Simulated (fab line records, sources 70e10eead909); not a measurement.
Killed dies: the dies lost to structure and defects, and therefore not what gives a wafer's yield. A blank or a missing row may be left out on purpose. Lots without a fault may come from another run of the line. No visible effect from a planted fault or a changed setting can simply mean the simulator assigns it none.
Which tool is to blame? || flow nand-harc || Sampling: 12 lots, 36 wafers, 6 of 1302 route steps

WHAT THE GAUGES READ, wafer by wafer
NHARC_A_BLC_CD_MEAS_10: target cd 100 nm. Usual: 100.1 nm for cd-nm, sd 0.58.
{"lot": "L838", "measured": "day 22 06:22", "on": "cd-sem-01", "cd-nm (nm)": "99.8 100.6 100.1", "flag": ""}
{"lot": "L840", "measured": "day 23 03:43", "on": "cd-sem-03", "cd-nm (nm)": "99.1 100.0 99.7", "flag": ""}
{"lot": "L839", "measured": "day 23 03:53", "on": "cd-sem-02", "cd-nm (nm)": "101.3 100.7 100.8", "flag": ""}
{"lot": "L841", "measured": "day 23 19:17", "on": "cd-sem-02", "cd-nm (nm)": "99.8 100.2 100.2", "flag": ""}
{"lot": "L843", "measured": "day 25 06:20", "on": "cd-sem-02", "cd-nm (nm)": "100.5 100.4 100.5", "flag": ""}
{"lot": "L845", "measured": "day 25 22:23", "on": "cd-sem-01", "cd-nm (nm)": "98.6 97.2 95.3", "flag": "OFF"}
{"lot": "L847", "measured": "day 26 19:21", "on": "cd-sem-01", "cd-nm (nm)": "99.5 99.1 99.2", "flag": ""}
{"lot": "L849", "measured": "day 27 02:35", "on": "cd-sem-01", "cd-nm (nm)": "100.6 100.8 100.4", "flag": ""}
{"lot": "L852", "measured": "day 28 12:20", "on": "cd-sem-02", "cd-nm (nm)": "100.3 100.7 100.2", "flag": ""}
{"lot": "L857", "measured": "day 30 18:01", "on": "cd-sem-03", "cd-nm (nm)": "99.5 100.7 100.8", "flag": ""}
{"lot": "L858", "measured": "day 30 18:46", "on": "cd-sem-01", "cd-nm (nm)": "100.4 101.0 101.6", "flag": ""}
{"lot": "L861", "measured": "day 32 04:45", "on": "cd-sem-01", "cd-nm (nm)": "99.7 100.0 99.7", "flag": ""}

NHARC_END_SORT_01. Usual: killed-at-array 57, standard deviation 20; killed-at-other 1.0, standard deviation 1.5; killed-at-periphery 3.5, standard deviation 2.5; killed-dies 62, standard deviation 21; killed-open 3.5, standard deviation 1.9; killed-short 2.4, standard deviation 1.6.
{"lot": "L847", "measured": "day 28 14:28", "on": "prober-02", "killed-at-array": "82 92 75", "killed-at-other": "3 5 6", "killed-at-periphery": "4 0 3", "killed-dies": "89 97 84", "killed-open": "2 1 1", "killed-short": "4 3 1", "flag": ""}

TOOL THAT RAN EACH LOT (tool first, then ch and the chambers of the sampled wafers, then the start)
{"lot": "L838", "NHARC_A_CONTACT_ETCH_137": "har-cap-etch-03 ch 0,1, day 22 02:18", "NHARC_A_CONTACT_ETCH_138": "har-cap-etch-03 ch 0,1, day 22 02:34", "NHARC_A_BLC_EXPOSE_07": "arfi-scanner-01 ch 0, day 22 06:14", "NHARC_A_BLC_ETCH_16": "rie-diel-09 ch 2,3, day 22 06:38"}
{"lot": "L840", "NHARC_A_CONTACT_ETCH_137": "har-cap-etch-02 ch 0,1, day 22 23:30", "NHARC_A_CONTACT_ETCH_138": "har-cap-etch-02 ch 0,1, day 22 23:46", "NHARC_A_BLC_EXPOSE_07": "arfi-scanner-02 ch 0, day 23 03:34", "NHARC_A_BLC_ETCH_16": "rie-diel-09 ch 1,2,3, day 23 04:00"}
{"lot": "L839", "NHARC_A_CONTACT_ETCH_137": "har-cap-etch-01 ch 0,1, day 22 23:36", "NHARC_A_CONTACT_ETCH_138": "har-cap-etch-01 ch 0,1, day 22 23:52", "NHARC_A_BLC_EXPOSE_07": "arfi-scanner-01 ch 0, day 23 03:45", "NHARC_A_BLC_ETCH_16": "rie-diel-10 ch 0,1,2, day 23 04:10"}
{"lot": "L841", "NHARC_A_CONTACT_ETCH_137": "har-cap-etch-01 ch 0,1, day 23 15:02", "NHARC_A_CONTACT_ETCH_138": "har-cap-etch-01 ch 0,1, day 23 15:18", "NHARC_A_BLC_EXPOSE_07": "arfi-scanner-03 ch 0, day 23 19:08", "NHARC_A_BLC_ETCH_16": "rie-diel-09 ch 0,2, day 23 19:34"}
{"lot": "L843", "NHARC_A_CONTACT_ETCH_137": "har-cap-etch-01 ch 0,1, day 25 02:20", "NHARC_A_CONTACT_ETCH_138": "har-cap-etch-01 ch 0,1, day 25 02:36", "NHARC_A_BLC_EXPOSE_07": "arfi-scanner-02 ch 0, day 25 06:13", "NHARC_A_BLC_ETCH_16": "rie-diel-10 ch 0,3, day 25 06:37"}
{"lot": "L845", "NHARC_A_CONTACT_ETCH_137": "har-cap-etch-03 ch 0,1, day 25 18:13", "NHARC_A_CONTACT_ETCH_138": "har-cap-etch-03 ch 0,1, day 25 18:29", "NHARC_A_BLC_EXPOSE_07": "arfi-scanner-02 ch 0, day 25 22:15", "NHARC_A_BLC_ETCH_16": "rie-diel-09 ch 0,2, day 25 22:40"}
{"lot": "L847", "NHARC_A_CONTACT_ETCH_137": "har-cap-etch-02 ch 0,1, day 26 15:07", "NHARC_A_CONTACT_ETCH_138": "har-cap-etch-02 ch 0,1, day 26 15:23", "NHARC_A_BLC_EXPOSE_07": "arfi-scanner-01 ch 0, day 26 19:13", "NHARC_A_BLC_ETCH_16": "rie-diel-10 ch 0,2,3, day 26 19:38"}
{"lot": "L849", "NHARC_A_CONTACT_ETCH_137": "har-cap-etch-03 ch 0,1, day 26 22:22", "NHARC_A_CONTACT_ETCH_138": "har-cap-etch-03 ch 0,1, day 26 22:38", "NHARC_A_BLC_EXPOSE_07": "arfi-scanner-03 ch 0, day 27 02:27", "NHARC_A_BLC_ETCH_16": "rie-diel-10 ch 0,2,3, day 27 02:52"}
{"lot": "L852", "NHARC_A_CONTACT_ETCH_137": "har-cap-etch-01 ch 0,1, day 28 08:06", "NHARC_A_CONTACT_ETCH_138": "har-cap-etch-01 ch 0,1, day 28 08:22", "NHARC_A_BLC_EXPOSE_07": "arfi-scanner-01 ch 0, day 28 12:12", "NHARC_A_BLC_ETCH_16": "rie-diel-01 ch 0,2,3, day 28 12:37"}
{"lot": "L857", "NHARC_A_CONTACT_ETCH_137": "har-cap-etch-03 ch 0,1, day 30 13:47", "NHARC_A_CONTACT_ETCH_138": "har-cap-etch-03 ch 0,1, day 30 14:03", "NHARC_A_BLC_EXPOSE_07": "arfi-scanner-02 ch 0, day 30 17:52", "NHARC_A_BLC_ETCH_16": "rie-diel-09 ch 0,2,3, day 30 18:20"}
{"lot": "L858", "NHARC_A_CONTACT_ETCH_137": "har-cap-etch-02 ch 0,1, day 30 14:38", "NHARC_A_CONTACT_ETCH_138": "har-cap-etch-02 ch 0,1, day 30 14:54", "NHARC_A_BLC_EXPOSE_07": "arfi-scanner-01 ch 0, day 30 18:38", "NHARC_A_BLC_ETCH_16": "rie-diel-10 ch 0,1, day 30 19:02"}
{"lot": "L861", "NHARC_A_CONTACT_ETCH_137": "har-cap-etch-02 ch 0,1, day 32 00:26", "NHARC_A_CONTACT_ETCH_138": "har-cap-etch-02 ch 0,1, day 32 00:42", "NHARC_A_BLC_EXPOSE_07": "arfi-scanner-02 ch 0, day 32 04:37", "NHARC_A_BLC_ETCH_16": "rie-diel-10 ch 0,2, day 32 05:02"}
- NHARC_A_CONTACT_ETCH_137: etches the open film in C4F8/O2/Ar, time 311 s, target depth 1912 nm.
- NHARC_A_CONTACT_ETCH_138: etches the open film in C4F8/O2/Ar, time 311 s, target depth 1914 nm.
- NHARC_A_BLC_EXPOSE_07: exposes mask A BLC, target cd 100 nm.
- NHARC_A_BLC_ETCH_16: etches the open film in CF4, target depth 39 nm, time 65 s.

AS READ BY THE TOOLS THEMSELVES (means over the sampled wafers that have a number; for cases with no such wafer, the mark the record gives instead)
NHARC_A_BLC_ETCH_16. Usual: drypump-motor-current-A 5.63 A, standard deviation 0.3; oes-product-au 1.003 a.u., standard deviation 0.0092; rf-vpp-V 151.1 V, standard deviation 1; showerhead-plenum-p-Torr 1.75 Torr, standard deviation 0.055; throttle-valve-pct 13.283 %, standard deviation 0.0089.
{"lot": "L838", "tool": "rie-diel-09", "drypump-motor-current-A (A)": 5.93, "oes-product-au (a.u.)": 0.998, "rf-vpp-V (V)": 152.1, "showerhead-plenum-p-Torr (Torr)": 1.80, "throttle-valve-pct (%)": 13.282, "flag": ""}
{"lot": "L840", "tool": "rie-diel-09", "drypump-motor-current-A (A)": 5.81, "oes-product-au (a.u.)": 1.002, "rf-vpp-V (V)": 151.2, "showerhead-plenum-p-Torr (Torr)": 1.75, "throttle-valve-pct (%)": 13.296, "flag": ""}
{"lot": "L839", "tool": "rie-diel-10", "drypump-motor-current-A (A)": 5.31, "oes-product-au (a.u.)": 1.004, "rf-vpp-V (V)": 150.4, "showerhead-plenum-p-Torr (Torr)": 1.75, "throttle-valve-pct (%)": 13.281, "flag": ""}
{"lot": "L841", "tool": "rie-diel-09", "drypump-motor-current-A (A)": 5.83, "oes-product-au (a.u.)": 1.000, "rf-vpp-V (V)": 152.1, "showerhead-plenum-p-Torr (Torr)": 1.78, "throttle-valve-pct (%)": 13.285, "flag": ""}
{"lot": "L843", "tool": "rie-diel-10", "drypump-motor-current-A (A)": 5.56, "oes-product-au (a.u.)": 1.005, "rf-vpp-V (V)": 151.7, "showerhead-plenum-p-Torr (Torr)": 1.74, "throttle-valve-pct (%)": 13.281, "flag": ""}
{"lot": "L845", "tool": "rie-diel-09", "drypump-motor-current-A (A)": 5.83, "oes-product-au (a.u.)": 0.997, "rf-vpp-V (V)": 152.1, "showerhead-plenum-p-Torr (Torr)": 1.78, "throttle-valve-pct (%)": 13.285, "flag": ""}
{"lot": "L847", "tool": "rie-diel-10", "drypump-motor-current-A (A)": 5.53, "oes-product-au (a.u.)": 1.003, "rf-vpp-V (V)": 151.4, "showerhead-plenum-p-Torr (Torr)": 1.75, "throttle-valve-pct (%)": 13.283, "flag": ""}
{"lot": "L849", "tool": "rie-diel-10", "drypump-motor-current-A (A)": 5.52, "oes-product-au (a.u.)": 1.004, "rf-vpp-V (V)": 151.4, "showerhead-plenum-p-Torr (Torr)": 1.75, "throttle-valve-pct (%)": 13.284, "flag": ""}
{"lot": "L852", "tool": "rie-diel-01", "drypump-motor-current-A (A)": 5.90, "oes-product-au (a.u.)": 1.019, "rf-vpp-V (V)": 151.0, "showerhead-plenum-p-Torr (Torr)": 1.73, "throttle-valve-pct (%)": 13.283, "flag": ""}
{"lot": "L857", "tool": "rie-diel-09", "drypump-motor-current-A (A)": 5.75, "oes-product-au (a.u.)": 1.002, "rf-vpp-V (V)": 152.4, "showerhead-plenum-p-Torr (Torr)": 1.80, "throttle-valve-pct (%)": 13.289, "flag": ""}
{"lot": "L858", "tool": "rie-diel-10", "drypump-motor-current-A (A)": 5.21, "oes-product-au (a.u.)": 1.010, "rf-vpp-V (V)": 151.0, "showerhead-plenum-p-Torr (Torr)": 1.77, "throttle-valve-pct (%)": 13.280, "flag": ""}
{"lot": "L861", "tool": "rie-diel-10", "drypump-motor-current-A (A)": 5.37, "oes-product-au (a.u.)": 1.011, "rf-vpp-V (V)": 151.0, "showerhead-plenum-p-Torr (Torr)": 1.78, "throttle-valve-pct (%)": 13.289, "flag": ""}

THE ANSWER, worked out from the rows above alone
Rule: a lot counts as off when the mean over its wafers that have a number is more than 3 standard deviations away from the usual mean. A lot without any number at a reading at which 4 lots or more have one is off too. Any other lot the step has rows for is counted as sound. First the gauges in route order, then the tools' own readings, where a lot's mean is used as printed above. At the first step where some lot is off, the reading lying furthest off is the one used; lots without a number count as furthest.
Off: L845, at NHARC_A_BLC_CD_MEAS_10 (cd-nm).
A tool fits if, at a process step before that reading, it ran every lot that is off, and no sound lot after the first of them. Gauges at NHARC_A_BLC_CD_MEAS_10: tried the same way as those tools. Not one of the candidates tried fits.

WHAT THE SIMULATOR HAD PUT IN
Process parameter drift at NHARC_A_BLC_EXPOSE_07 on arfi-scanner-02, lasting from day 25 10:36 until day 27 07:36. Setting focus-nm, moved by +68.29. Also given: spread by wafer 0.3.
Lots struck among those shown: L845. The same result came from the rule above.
